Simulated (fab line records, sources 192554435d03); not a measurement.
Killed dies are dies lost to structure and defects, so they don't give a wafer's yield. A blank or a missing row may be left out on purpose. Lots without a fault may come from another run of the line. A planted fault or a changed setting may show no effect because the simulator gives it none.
Chamber matching | flow n5_finfet | N5_BEOL_M1_PECVD_72 on pecvd-04: 3 sister chambers
The step deposits SiO2 from TEOS/O2, target thk 16 nm, time 18 s. 6 wafers are shown with their chamber, then 11 later ones without.

WAFERS WITH THEIR CHAMBER
wafer  | chamber | throttle_valve_pct (%) | showerhead_plenum_p_Torr (Torr)
L088.1 | 0       | 23.2                   | 8.81
L088.3 | 2       | 22.4                   | 8.89
L089.1 | 1       | 24.0                   | 8.70
L089.4 | 2       | 22.5                   | 8.89
L089.6 | 0       | 23.1                   | 8.82
L090.1 | 1       | 24.3                   | 8.71

WAFERS WITHOUT THEIR CHAMBER
wafer  | throttle_valve_pct (%) | showerhead_plenum_p_Torr (Torr)
L090.2 | 23.1                   | 8.82
L090.5 | 22.9                   | 8.80
L092.1 | 22.9                   | 8.86
L092.2 | 23.1                   | 8.80
L092.3 | 23.8                   | 8.70
L092.4 | 22.5                   | 8.86
L092.5 | 23.0                   | 8.81
L092.6 | 24.2                   | 8.70
L094.1 | 22.7                   | 8.87
L094.2 | 23.2                   | 8.80
L094.3 | 24.2                   | 8.70

WHICH CHAMBER EACH WENT THROUGH
wafer  | from the rows above     | in truth
L090.2 | 0                       | 0
L090.5 | 0                       | 0
L092.1 | can't be placed: 2 or 0 | 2
L092.2 | 0                       | 0
L092.3 | 1                       | 1
L092.4 | 2                       | 2
L092.5 | 0                       | 0
L092.6 | 1                       | 1
L094.1 | 2                       | 2
L094.2 | 0                       | 0
L094.3 | 1                       | 1
Placed correctly: 10 of 11. Can't be placed from these rows: 1 (the true chamber is among the candidates in 1). Placed wrongly: 0.
How it was worked out, from the rows above alone: a wafer's distance from a chamber is the root of the sum, over the readings, of the square of ((its reading less the chamber's mean) divided by the reading's scatter). The wafer belongs to the nearest chamber; if the next one is less than 2 further off, it can't be placed. A chamber's mean is the mean of its shown wafers. The scatter: the root of (the sum of the squares of (reading less its chamber's mean) over the shown wafers, divided by (wafers less chambers)).
